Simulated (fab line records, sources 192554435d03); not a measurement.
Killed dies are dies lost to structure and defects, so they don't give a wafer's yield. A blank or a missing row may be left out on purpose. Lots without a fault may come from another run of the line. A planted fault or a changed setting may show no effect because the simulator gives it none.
fab line records | flow n5_finfet
record lots=7 wafers=20 last_day=17
route steps=1938 shown FIN_CUT@155 BEOL_M4@1111 PASSIVATION@1936
lots that met no fault: from a run of the same line without faults
start_h: hours from the record's first day to the start of the lot's first wafer shown | wait_h: hours since the lot's step before | " the same as in the row above | L1.1+2: a row that stands for several wafers | - no value, or no start given | * or withheld: withheld | < > ~ a bound
route shown NAME@n: a module of which the file shows steps, and the number in the route of the first | usual: mean/standard deviation of fault-free wafers | same: alike in all rows | chamber/n: place in a boat | sites: the reading at each site | _std_site: their standard deviation | _edge_site: outer sites' mean less inner sites' | radius_mm: how far each site lies from the wafer's centre | mask NAME#n: copy n | behind: the tool/chamber that last shaped the wafer | hold: why the lot was held/for how many hours/how that ended | device: the transistor (n, p or np) that didn't switch | end of line: the same wafers' tests at the end of the route | a step without rows: its recipe alone | killed: dies lost to structure and defects at the first sort, not the wafer's yield | map: a wafer's dies, x killed, . not, _ none there
set.NAME: the setting as run; set.NAME@STEP: as run at that earlier step | model.NAME: the simulator's own value behind a step, which no gauge read
lots at some steps of the route; a table a step, a row a wafer
services: from which hour (start_h, from the record's first day; less than 0 if before it) a tool's chamber was out of use, for how many hours, and why
## steps
# step N5_FIN_CUT_COAT_19
# recipe resist=SiARC temp_c=220 time_s=60 spin_rpm=1500 resist_thk_nm=20
# step N5_FIN_CUT_COAT_29
# recipe resist=underlayer temp_c=205 time_s=60 spin_rpm=1500 resist_thk_nm=10
# step N5_FIN_CUT_COAT_02
# recipe resist=CAR-EUV spin_rpm=1500 resist_thk_nm=30
# step N5_FIN_CUT_EBR_04
# recipe solvent=PGMEA ebr_width_mm=1.5
# step N5_FIN_CUT_SOFTBAKE_03
# recipe temp_c=110 time_s=60 resist=CAR-EUV
# step N5_FIN_CUT_EXPOSE_05
# recipe mask_id=FIN_CUT na=0.33 source_shape=annular sigma_inner=0.35 sigma_outer=0.8 polarization=unpolarized dose_mj=45.75
# step N5_FIN_CUT_PEB_06
# recipe peb_temp_c=100 peb_time_s=60 resist=CAR-EUV
# step N5_FIN_CUT_DEVELOP_07
# recipe develop_time_s=30 developer=TMAH resist=CAR-EUV rinse_liquid=surfactant_rinse dry=air_spin dev_temp_c=23
# step N5_FIN_CUT_CD_MEAS_08
# recipe target_cd_nm=29.1 landing_energy_ev=500 detector=se_inlens polarity=opening
# usual cd_nm=29.12/0.26
# columns lot.wafer tool chamber start_h wait_h cd_nm
L541.2 cd_sem-01 0 38.98 - 29.07
L541.3 " 0 " " 29.67
L541.5 " 0 " " 29.27
L542.1 cd_sem-03 0 45.11 - 29.00
L542.3 " 0 " " 28.98
L542.4 " 0 " " 29.52
L544.3 cd_sem-01 0 55.76 - 29.05
L544.4 " 0 " " 29.07
L546.1 cd_sem-03 0 68.22 - 29.10
L546.3 " 0 " " 28.72
L546.6 " 0 " " 29.34
L558.1 cd_sem-02 0 141.75 - 29.43
L558.2 " 0 " " 29.25
L558.3 " 0 " " 29.30
L559.1 cd_sem-03 0 147.19 - 29.12
L559.5 " 0 " " 29.16
L559.6 " 0 " " 29.37
L560.2 cd_sem-02 0 153.09 - 28.96
L560.3 " 0 " " 29.48
L560.6 " 0 " " 29.02
# step N5_FIN_CUT_OVL_MEAS_09
# recipe points_per_wafer=522
# usual FIN_CUT_OVL=-0.3/0.65
# columns lot.wafer tool chamber start_h wait_h FIN_CUT_OVL[nm]
L541.2 overlay-02 0 39.01 0.0 -0.6
L541.3 " 0 " " 0.0
L541.5 " 0 " " 0.6
L542.1 overlay-01 0 45.14 0.0 -0.1
L542.3 " 0 " " 0.1
L542.4 " 0 " " -0.1
L544.3 overlay-01 0 55.80 0.0 0.1
L544.4 " 0 " " 0.1
L546.1 overlay-02 0 68.25 0.0 -0.5
L546.3 " 0 " " -0.7
L546.6 " 0 " " 0.7
L558.1 overlay-02 0 141.78 0.0 -0.9
L558.2 " 0 " " 0.3
L558.3 " 0 " " -0.4
L559.1 overlay-02 0 147.22 0.0 0.1
L559.5 " 0 " " -0.5
L559.6 " 0 " " 0.2
L560.2 overlay-02 0 153.12 0.0 -0.8
L560.3 " 0 " " -0.2
L560.6 " 0 " " -0.6
# step N5_FIN_CUT_INSPECT_10
# recipe mode=adi inspect_instrument=brightfield
# usual raw_defect_count=41/11
# columns lot.wafer tool chamber start_h wait_h raw_defect_count
L541.2 defect_inspect-02 - 39.07 0.1 28
L541.3 " - " " 33
L541.5 " - " " 38
L542.1 defect_inspect-01 - 45.20 0.1 52
L542.3 " - " " 62
L542.4 " - " " 59
L544.3 defect_inspect-01 - 55.85 0.0 27
L544.4 " - " " 23
L546.1 defect_inspect-02 - 68.31 0.1 67
L546.3 " - " " 37
L546.6 " - " " 45
L558.1 defect_inspect-02 - 141.84 0.1 26
L558.2 " - " " 46
L558.3 " - " " 49
L559.1 defect_inspect-01 - 147.28 0.1 48
L559.5 " - " " 51
L559.6 " - " " 37
L560.2 defect_inspect-01 - 153.17 0.0 39
L560.3 " - " " 49
L560.6 " - " " 26
# step N5_FIN_CUT_DESCUM_13
# recipe chemistry=O2 time_s=7 source_power_w=50 bias_power_w=20 pressure_mtorr=20 rf_frequency_hz=2.712e+07 temp_c=40 resist=CAR-EUV o2_flow_sccm=225
# usual drypump_motor_current_A=5.8/0.38 oes_product_au=0.77/0.055 rf_fwd_power_W=49.4/0.32 rf_vpp_V=243.1/1.2 showerhead_plenum_p_Torr=2.09/0.059 throttle_valve_pct=20.46/0.19
# columns lot.wafer tool chamber start_h wait_h drypump_motor_current_A oes_product_au rf_fwd_power_W rf_hours_counter_h rf_vpp_V showerhead_plenum_p_Torr throttle_valve_pct
L541.2 rie_diel-05 1 39.11 0.0 6.3 0.70 48.6 190 243.7 2.18 20.41
L541.3 " 2 " " 5.3 0.75 49.8 141 246.4 2.19 20.24
L541.5 " 1 " " 6.3 0.70 48.8 - 245.3 2.18 20.41
L542.1 rie_diel-02 2 45.23 0.0 6.3 0.77 49.6 133 243.8 2.19 20.54
L542.3 " 1 " " 6.0 0.83 49.5 71 242.6 2.04 20.74
L542.4 " 3 " " 5.8 0.75 48.8 188 242.5 2.07 20.13
L544.3 rie_diel-02 2 55.88 0.0 6.3 0.76 49.5 135 244.9 2.19 20.55
L544.4 " 0 " " 5.8 0.77 49.2 167 242.5 2.09 20.56
L546.1 rie_diel-02 2 68.35 0.0 6.3 0.76 49.5 139 243.6 2.19 20.55
L546.3 " 3 " " 5.8 0.74 48.9 194 242.8 2.07 20.14
L546.6 " 2 " " 6.3 0.76 49.5 - 245.5 2.19 20.56
L558.1 rie_diel-02 2 142.34 0.5 6.3 0.73 49.8 157 243.8 2.19 20.58
L558.2 " 1 " " 6.0 0.80 49.3 100 242.0 2.03 20.79
L558.3 " 0 " " 5.8 0.75 49.3 193 244.0 2.08 20.60
L559.1 rie_diel-02 0 147.31 0.0 5.8 0.74 49.2 195 244.8 2.08 20.60
L559.5 " 0 " " 5.7 0.74 49.3 - 242.2 2.08 20.59
L559.6 " 1 " " 6.0 0.79 49.4 - 241.6 2.03 20.80
L560.2 rie_diel-02 0 153.21 0.0 5.8 0.74 49.4 197 242.2 2.08 20.62
L560.3 " 1 " " 6.0 0.79 49.7 104 241.5 2.03 20.80
L560.6 " 0 " " 5.8 0.75 49.5 - 242.2 2.08 20.60
# step N5_FIN_CUT_ETCH_30
# recipe chemistry=N2/H2 target=underlayer target_depth_a=130 mask_material=CAR-EUV time_s=10.4 ion_energy_ev=200 pressure_mtorr=30 source_w=840 bias_w=150 n2_flow_sccm=200 h2_flow_sccm=200 ends=cleared
# usual drypump_motor_current_A=5.8/0.38 etch_rf_on_time_s=10.42/0.15 oes_product_au=0.65/0.046 rf_fwd_power_W=819.0/2.8 rf_vpp_V=523.7/2.1 showerhead_plenum_p_Torr=2.54/0.071 throttle_valve_pct=17.87/0.18
# columns lot.wafer tool chamber start_h wait_h drypump_motor_current_A etch_rf_on_time_s oes_product_au rf_fwd_power_W rf_hours_counter_h rf_vpp_V showerhead_plenum_p_Torr throttle_valve_pct
L541.2 rie_diel-05 1 39.14 0.0 6.3 10.60 0.60 816.4 190 525.0 2.64 17.82
L541.3 " 2 " " 5.3 10.49 0.65 817.5 141 527.5 2.67 17.73
L541.5 " 1 " " 6.4 10.63 0.60 816.2 - 525.7 2.64 17.83
L542.1 rie_diel-02 2 45.27 0.0 6.3 10.35 0.65 814.1 133 526.4 2.65 17.93
L542.3 " 1 " " 6.0 13.62 0.61 821.8 71 522.3 2.47 18.11
L542.4 " 3 " " 5.8 13.89 0.54 818.3 188 523.8 2.52 17.69
L544.3 rie_diel-02 2 55.91 0.0 6.3 13.61 0.56 818.8 135 527.9 2.65 17.90
L544.4 " 0 " " 5.8 13.96 0.56 818.1 167 522.9 2.53 17.94
L546.1 rie_diel-02 2 68.38 0.0 6.2 10.25 0.65 821.3 139 526.8 2.65 17.91
L546.3 " 3 " " 5.8 13.80 0.55 819.5 194 522.8 2.52 17.71
L546.6 " 2 " " 6.3 10.23 0.65 819.9 - 525.8 2.65 17.92
L558.1 rie_diel-02 2 142.38 0.0 6.3 10.36 0.63 822.6 157 526.9 2.64 17.94
L558.2 " 1 " " 6.0 10.31 0.68 816.0 100 520.1 2.46 18.20
L558.3 " 0 " " 5.8 10.52 0.63 818.6 193 521.8 2.52 18.02
L559.1 rie_diel-02 0 147.35 0.0 5.8 10.48 0.62 823.3 195 522.4 2.52 18.03
L559.5 " 0 " " 5.8 10.45 0.63 827.0 - 521.8 2.52 18.02
L559.6 " 1 " " 6.0 10.20 0.68 815.9 - 520.2 2.46 18.19
L560.2 rie_diel-02 0 153.24 0.0 5.8 10.61 0.63 820.2 197 523.8 2.52 18.03
L560.3 " 1 " " 6.0 10.44 0.66 816.0 104 520.4 2.46 18.22
L560.6 " 0 " " 5.8 10.47 0.62 818.2 - 524.9 2.52 18.05
# step N5_FIN_CUT_ETCH_20
# recipe chemistry=CF4 target=SiARC target_depth_a=260 mask_material=CAR-EUV time_s=43.3 ion_energy_ev=80 pressure_mtorr=40 source_w=545 bias_w=36 Ar_flow_sccm=100 cf4_flow_sccm=100 ends=cleared
# usual drypump_motor_current_A=5.8/0.38 etch_rf_on_time_s=43.3/0.66 oes_product_au=0.65/0.045 rf_fwd_power_W=536/3.4 rf_vpp_V=184.1/1 showerhead_plenum_p_Torr=2.14/0.054 throttle_valve_pct=15.65/0.14
# columns lot.wafer tool chamber start_h wait_h drypump_motor_current_A etch_rf_on_time_s oes_product_au rf_fwd_power_W rf_hours_counter_h rf_vpp_V showerhead_plenum_p_Torr throttle_valve_pct
L541.2 rie_diel-05 1 39.16 0.0 6.3 43.8 0.60 533 190 183.1 2.23 15.63
L541.3 " 2 " " 5.3 43.1 0.65 540 141 186.6 2.23 15.43
L541.5 " 1 " " 6.3 43.8 0.61 530 - 185.6 2.23 15.64
L542.1 rie_diel-02 2 45.29 0.0 6.3 43.1 0.64 537 133 186.8 2.23 15.68
L542.3 " 1 " " 6.0 43.0 0.70 539 71 183.1 2.08 15.79
L542.4 " 3 " " 5.8 44.0 0.63 534 188 183.7 2.13 15.44
L544.3 rie_diel-02 2 55.93 0.0 6.3 42.6 0.65 540 135 184.2 2.23 15.68
L544.4 " 0 " " 5.8 43.7 0.64 538 167 186.6 2.13 15.74
L546.1 rie_diel-02 2 68.40 0.0 6.3 42.8 0.65 540 139 184.8 2.23 15.69
L546.3 " 3 " " 5.8 43.8 0.62 526 194 184.6 2.13 15.47
L546.6 " 2 " " 6.2 42.9 0.65 540 - 186.1 2.23 15.69
L558.1 rie_diel-02 2 142.40 0.0 6.3 43.2 0.63 539 157 184.8 2.22 15.72
L558.2 " 1 " " 6.0 43.4 0.67 536 100 183.0 2.07 15.87
L558.3 " 0 " " 5.8 44.7 0.62 538 193 185.7 2.12 15.76
L559.1 rie_diel-02 0 147.37 0.0 5.8 43.5 0.63 534 195 184.8 2.12 15.79
L559.5 " 0 " " 5.8 43.5 0.62 534 - 185.3 2.12 15.78
L559.6 " 1 " " 6.0 42.4 0.68 537 - 183.6 2.07 15.87
L560.2 rie_diel-02 0 153.26 0.0 5.8 44.2 0.62 530 197 185.2 2.12 15.79
L560.3 " 1 " " 6.0 42.8 0.67 537 104 182.7 2.07 15.85
L560.6 " 0 " " 5.8 44.1 0.62 532 - 184.8 2.12 15.78
# step N5_BEOL_M4_RC_MEAS_101
# usual DIBL_N=36.3/1.7 DIBL_P=36.5/1.8 IOFF_N=0.16/0.033 IOFF_P=0.21/0.037 ION_N=675/11 ION_P=462/7.9 SS_N=71.6/0.64 SS_P=73.3/0.68 VT_N=249/3.3 VT_P=-250/3.3
# columns lot.wafer tool chamber start_h wait_h DIBL_N[mV/V] DIBL_P[mV/V] IOFF_N[nA/um] IOFF_P[nA/um] ION_N[uA/um] ION_P[uA/um] SS_N[mV/dec] SS_P[mV/dec] VT_N[mV] VT_P[mV]
L541.2 prober-01 0 175.55 0.2 35.6 35.6 0.13 0.20 666 458 71.0 73.5 254 -250
L541.3 " 0 " " 35.3 35.5 0.13 0.20 659 456 70.8 73.4 255 -252
L541.5 " 0 " " 35.4 35.7 0.13 0.20 668 459 70.8 73.3 253 -251
L542.1 prober-01 0 181.33 0.0 34.9 34.8 0.13 0.16 664 456 71.2 72.7 253 -254
L542.3 " 0 " " 33.9 33.9 0.11 0.14 660 451 70.9 72.4 255 -257
L542.4 " 0 " " 35.0 34.9 0.12 0.15 666 454 70.9 72.6 254 -254
L544.3 prober-02 0 183.16 0.3 34.9 35.6 0.13 0.20 673 467 70.7 72.6 251 -252
L544.4 " 0 " " 34.9 35.7 0.14 0.21 666 467 71.5 73.5 251 -252
L546.1 prober-02 0 198.02 0.0 37.5 37.3 0.17 0.25 683 467 72.0 73.1 247 -247
L546.3 " 0 " " 37.4 38.3 0.16 0.25 670 460 71.1 73.2 253 -246
L546.6 " 0 " " 37.6 38.0 0.17 0.25 681 471 71.4 73.1 248 -248
L558.1 prober-01 0 267.45 0.0 35.8 34.5 0.14 0.20 665 465 71.5 71.9 254 -250
L558.2 " 0 " " 36.5 34.3 0.15 0.20 667 457 71.8 72.8 252 -249
L558.3 " 0 " " 38.4 38.6 0.19 0.27 675 465 72.3 73.7 249 -246
L559.1 prober-02 0 287.94 0.0 35.1 35.5 0.16 0.19 689 469 72.3 73.0 248 -250
L559.5 " 0 " " 34.9 34.7 0.15 0.19 681 466 70.9 72.8 250 -249
L559.6 " 0 " " 33.3 33.1 0.13 0.17 679 465 70.6 73.0 251 -254
L560.2 prober-02 0 291.79 0.2 37.9 38.5 0.21 0.22 690 462 72.2 73.7 245 -251
L560.3 " 0 " " 35.1 35.3 0.16 0.20 684 465 71.2 73.2 247 -254
L560.6 " 0 " " 39.6 40.9 0.26 0.30 693 471 72.1 75.5 242 -247
# step N5_PASSIVATION_PROBE_49
# usual defect_limited_yield=91.3/1.5 killed_at_M0_to_M3=34/9.4 killed_at_M4_up=13/5.3 killed_at_contacts=13/5.7 killed_at_front_end=40/10 killed_at_other=3.7/2.8 killed_dies=103/17 killed_open=67/13 killed_short=35/8.5 sort_bin_4_leakage=0.00/0.016 sort_bin_5_function=5.0/0.98 sort_bin_6_memory=3.3/0.7 sort_n_pass=1077/17 sort_yield_pct=91.3/1.5
# same gross_dies=1180 killed_at_back_side=0 sort_bin_8_speed[%]=0
# columns lot.wafer tool chamber start_h wait_h defect_limited_yield[%] killed_at_M0_to_M3 killed_at_M4_up killed_at_contacts killed_at_front_end killed_at_other killed_dies killed_open killed_short sort_bin_4_leakage[%] sort_bin_5_function[%] sort_bin_6_memory[%] sort_n_pass sort_yield_pct[%]
L541.2 prober-02 - 272.73 0.1 92.5 30 10 14 27 8 89 46 37 0 4.2 2.6 1091 92.5
L541.3 prober-02 - 272.78 0.1 93.1 30 5 13 32 1 81 43 38 0 3.4 3.0 1099 93.1
L541.5 prober-02 - 272.88 0.2 91.1 35 4 16 46 4 105 73 31 0 5.2 3.5 1075 91.1
L542.1 prober-02 - 285.23 0.0 87.5 68 19 16 42 3 148 95 53 0 7.5 4.6 1032 87.5
L542.3 prober-02 - 285.33 0.1 90.5 36 10 18 47 1 112 72 38 0 5.9 3.1 1068 90.5
L542.4 prober-02 - 285.38 0.2 90.8 45 12 13 37 2 109 67 40 0 6.4 2.7 1071 90.8
L544.3 prober-01 - 289.61 0.1 91.9 34 11 7 43 0 95 62 30 0 5.3 2.5 1085 91.9
L544.4 prober-01 - 289.66 0.2 93.4 24 10 5 34 5 78 52 24 0 4.2 1.9 1102 93.4
L546.1 prober-02 - 303.54 0.0 90.8 35 25 5 41 3 109 75 34 0 5.8 3.1 1071 90.8
L546.3 prober-02 - 303.64 0.1 88.6 53 12 5 62 3 135 89 46 0 6.1 4.9 1045 88.6
L546.6 prober-02 - 303.79 0.3 89.1 57 12 4 52 4 129 83 44 0 6.1 4.2 1051 89.1
L558.1 prober-02 - 369.78 0.0 92.4 29 10 22 28 1 90 66 24 0 3.7 3.8 1090 92.4
L558.2 prober-02 - 369.83 0.1 92.5 25 7 9 40 7 88 52 35 0 4.2 2.6 1092 92.5
L558.3 prober-02 - 369.88 0.1 91.8 39 5 15 36 2 97 63 34 0 5.0 2.8 1083 91.8
L559.1 prober-01 - 386.87 0.0 94.1 26 15 8 21 0 70 52 16 0 3.6 2.0 1110 94.1
L559.5 prober-01 - 387.07 0.2 93.3 24 6 11 38 0 79 46 31 0 4.2 2.5 1101 93.3
L559.6 prober-01 - 387.12 0.3 92.3 20 15 14 42 0 91 55 32 0 4.2 3.2 1089 92.3
L560.2 prober-01 - 397.56 0.1 91.6 40 7 17 33 2 99 62 37 0 4.3 3.6 1081 91.6
L560.3 prober-01 - 397.61 0.1 91.0 32 11 9 50 4 106 71 32 0 6.1 2.7 1074 91.0
L560.6 prober-01 - 397.76 0.3 91.6 41 11 12 34 1 99 61 38 0.08 5.6 2.5 1080 91.5
# killed by level:class
L541.2 MOL_CONTACT_COAG:geometric_particle:open=11 BEOL_M0_SAQP:geometric_particle:short=10 BEOL_M0_SAQP:geometric_particle:open=8 GATE_CUT:geometric_particle:short=5 HKMG_FIN:area_etch=5 GATE_CUT:geometric_particle:open=4 BEOL_M0:geometric_particle:short=4 BEOL_M5:geometric_particle:open=4
L541.3 MOL_CONTACT_COAG:geometric_particle:open=9 STI_FIN_REVEAL:geometric_particle:open=7 BEOL_M1:geometric_particle:short=6 GATE_CUT:geometric_particle:open=5 GATE_CUT:geometric_particle:short=5 BEOL_M0_SAQP:geometric_particle:short=5 BEOL_M0:geometric_particle:short=5 BEOL_M3:geometric_particle:open=5
L541.5 MOL_CONTACT_COAG:geometric_particle:open=13 FIN_SAQP:geometric_particle:open=12 GATE_CUT:geometric_particle:open=10 GATE_CUT:geometric_particle:short=7 BEOL_M0_SAQP:geometric_particle:open=7 BEOL_M0_SAQP:geometric_particle:short=6 BEOL_M2:geometric_particle:open=6 BEOL_M3:geometric_particle:open=6
L542.1 BEOL_M0_SAQP:geometric_particle:open=19 BEOL_M0_SAQP:geometric_particle:short=18 BEOL_M3:geometric_particle:open=17 FIN_SAQP:geometric_particle:short=15 MOL_CONTACT_COAG:geometric_particle:open=13 BEOL_M4:geometric_particle:open=9 GATE_CUT:geometric_particle:open=7 DUMMY_GATE:geometric_particle:open=6
L542.3 FIN_SAQP:geometric_particle:open=20 MOL_CONTACT_COAG:geometric_particle:open=15 BEOL_M3:geometric_particle:open=12 STI_FIN_REVEAL:geometric_particle:open=9 FIN_SAQP:geometric_particle:short=8 BEOL_M3:geometric_particle:short=7 BEOL_M1:geometric_particle:short=5 MOL_CONTACT_COAG:geometric_particle:short=3
L542.4 BEOL_M3:geometric_particle:open=14 FIN_SAQP:geometric_particle:open=11 MOL_CONTACT_COAG:geometric_particle:open=11 BEOL_M0_SAQP:geometric_particle:short=10 BEOL_M0_SAQP:geometric_particle:open=8 FIN_SAQP:geometric_particle:short=6 BEOL_M3:geometric_particle:short=6 STI_FIN_REVEAL:geometric_particle:open=4
L544.3 STI_FIN_REVEAL:geometric_particle:open=19 BEOL_M1:geometric_particle:open=10 FIN_SAQP:geometric_particle:short=8 MOL_CONTACT_COAG:geometric_particle:open=6 BEOL_M3:geometric_particle:open=5 GATE_CUT:geometric_particle:short=4 BEOL_M0_SAQP:geometric_particle:open=4 BEOL_M0:geometric_particle:open=4
L544.4 STI_FIN_REVEAL:geometric_particle:open=14 FIN_SAQP:geometric_particle:short=5 BEOL_M0_SAQP:geometric_particle:open=5 BEOL_M2:geometric_particle:open=5 STI_FIN_REVEAL:geometric_particle:short=4 MOL_CONTACT_COAG:geometric_particle:open=4 BEOL_M1:geometric_particle:open=4 BEOL_M4:geometric_particle:open=4
L546.1 STI_FIN_REVEAL:geometric_particle:open=14 BEOL_M4:geometric_particle:open=13 BEOL_M0_SAQP:geometric_particle:open=10 BEOL_M0_SAQP:geometric_particle:short=8 BEOL_M3:geometric_particle:open=7 GATE_CUT:geometric_particle:open=6 BEOL_M2:geometric_particle:open=5 FIN_SAQP:geometric_particle:short=4
L546.3 BEOL_M0_SAQP:geometric_particle:short=14 BEOL_M1:geometric_particle:open=14 BEOL_M0_SAQP:geometric_particle:open=13 FIN_SAQP:geometric_particle:open=11 DUMMY_GATE:geometric_particle:open=8 BEOL_M2:geometric_particle:open=8 GATE_CUT:geometric_particle:short=7 FIN_SAQP:geometric_particle:short=6
L546.6 BEOL_M0_SAQP:geometric_particle:open=18 BEOL_M0_SAQP:geometric_particle:short=13 STI_FIN_REVEAL:geometric_particle:open=13 BEOL_M3:geometric_particle:open=11 DUMMY_GATE:geometric_particle:open=6 GATE_CUT:geometric_particle:short=6 BEOL_M1:geometric_particle:open=6 BEOL_M4:geometric_particle:open=6
L558.1 MOL_CONTACT_COAG:geometric_particle:open=21 BEOL_M2:geometric_particle:open=9 BEOL_M0_SAQP:geometric_particle:open=8 FIN_SAQP:geometric_particle:short=6 FIN_SAQP:geometric_particle:open=5 DUMMY_GATE:geometric_particle:open=5 BEOL_M0_SAQP:geometric_particle:short=5 GATE_CUT:geometric_particle:short=4
L558.2 STI_FIN_REVEAL:geometric_particle:open=13 STI_FIN_REVEAL:geometric_particle:short=6 BEOL_M2:geometric_particle:open=6 MOL_CONTACT_COAG:geometric_particle:open=6 BEOL_M1:geometric_particle:open=6 FIN_SAQP:geometric_particle:short=4 FIN_SAQP:geometric_particle:open=3 GATE_CUT:geometric_particle:short=3
L558.3 BEOL_M3:geometric_particle:open=11 STI_FIN_REVEAL:geometric_particle:open=10 MOL_CONTACT_COAG:geometric_particle:open=10 BEOL_M0_SAQP:geometric_particle:short=7 FIN_SAQP:geometric_particle:short=6 BEOL_M0_SAQP:geometric_particle:open=6 STARTING-WAFER:geometric_particle:short=6 FIN_SAQP:geometric_particle:open=5
L559.1 BEOL_M3:geometric_particle:open=11 BEOL_M4:geometric_particle:open=9 FIN_SAQP:geometric_particle:open=6 BEOL_M2:geometric_particle:open=6 STI_FIN_REVEAL:geometric_particle:open=4 MOL_CONTACT_COAG:geometric_particle:open=4 MOL_CONTACT_COAG:geometric_particle:short=4 BEOL_M1:geometric_particle:open=4
L559.5 MOL_CONTACT_COAG:geometric_particle:open=10 FIN_SAQP:geometric_particle:open=9 BEOL_M3:geometric_particle:open=7 FIN_SAQP:geometric_particle:short=5 STI_FIN_REVEAL:geometric_particle:open=5 BEOL_M3:geometric_particle:short=5 GATE_CUT:geometric_particle:short=4 STARTING-WAFER:geometric_particle:short=4
L559.6 MOL_CONTACT_COAG:geometric_particle:open=10 FIN_SAQP:geometric_particle:open=9 FIN_SAQP:geometric_particle:short=7 GATE_CUT:geometric_particle:open=6 BEOL_M2:geometric_particle:open=6 BEOL_M4:geometric_particle:open=6 BEOL_M3:geometric_particle:open=5 GATE_CUT:geometric_particle:short=4
L560.2 BEOL_M0_SAQP:geometric_particle:open=12 MOL_CONTACT_COAG:geometric_particle:open=11 STI_FIN_REVEAL:geometric_particle:open=9 BEOL_M3:geometric_particle:open=9 BEOL_M0_SAQP:geometric_particle:short=8 FIN_SAQP:geometric_particle:short=7 MOL_CONTACT_COAG:geometric_particle:short=6 FIN_SAQP:geometric_particle:open=4
L560.3 FIN_SAQP:geometric_particle:open=14 BEOL_M0_SAQP:geometric_particle:open=13 MOL_CONTACT_COAG:geometric_particle:open=9 FIN_SAQP:geometric_particle:short=8 STI_FIN_REVEAL:geometric_particle:open=8 BEOL_M0_SAQP:geometric_particle:short=7 ILD0:geometric_particle:short=5 BEOL_M3:geometric_particle:open=5
L560.6 FIN_SAQP:geometric_particle:short=13 FIN_SAQP:geometric_particle:open=10 BEOL_M2:geometric_particle:open=10 MOL_CONTACT_COAG:geometric_particle:open=9 BEOL_M0_SAQP:geometric_particle:short=8 BEOL_M3:geometric_particle:open=8 BEOL_M0_SAQP:geometric_particle:open=6 BEOL_M1:geometric_particle:open=6
## services
# columns tool chamber start_h hours kind
rie_diel-05 1 20.85 5.0 repair
rie_diel-05 0 35.38 14.7 repair
rie_diel-02 - 50.71 2.8 repair
rie_diel-05 1 75.65 12.2 repair
rie_diel-02 2 104.30 10.3 repair
rie_diel-05 3 106.16 6.8 repair
rie_diel-05 1 139.32 17.3 repair
rie_diel-02 3 143.02 4.5 repair
## key
first_sign step=N5_FIN_CUT_ETCH_30 reading=etch_rf_on_time_s direction=up sigmas=22 usual=* struck=*
effect step=N5_FIN_CUT_ETCH_30 reading=oes_product_au direction=down sigmas=1.9 usual=0.65 struck=0.56 wafers_moved=1
met_at N5_FIN_CUT_ETCH_30
struck_wafers L542.3,L542.4,L544.3,L544.4,L546.3
fault kind=process_parameter_drift tool=rie_diel-02 chamber=- onset_h=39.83 steps=N5_FIN_CUT_ETCH_30 channel=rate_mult offset=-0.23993 shape=step end_h=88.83 scope=struck_wafers_only
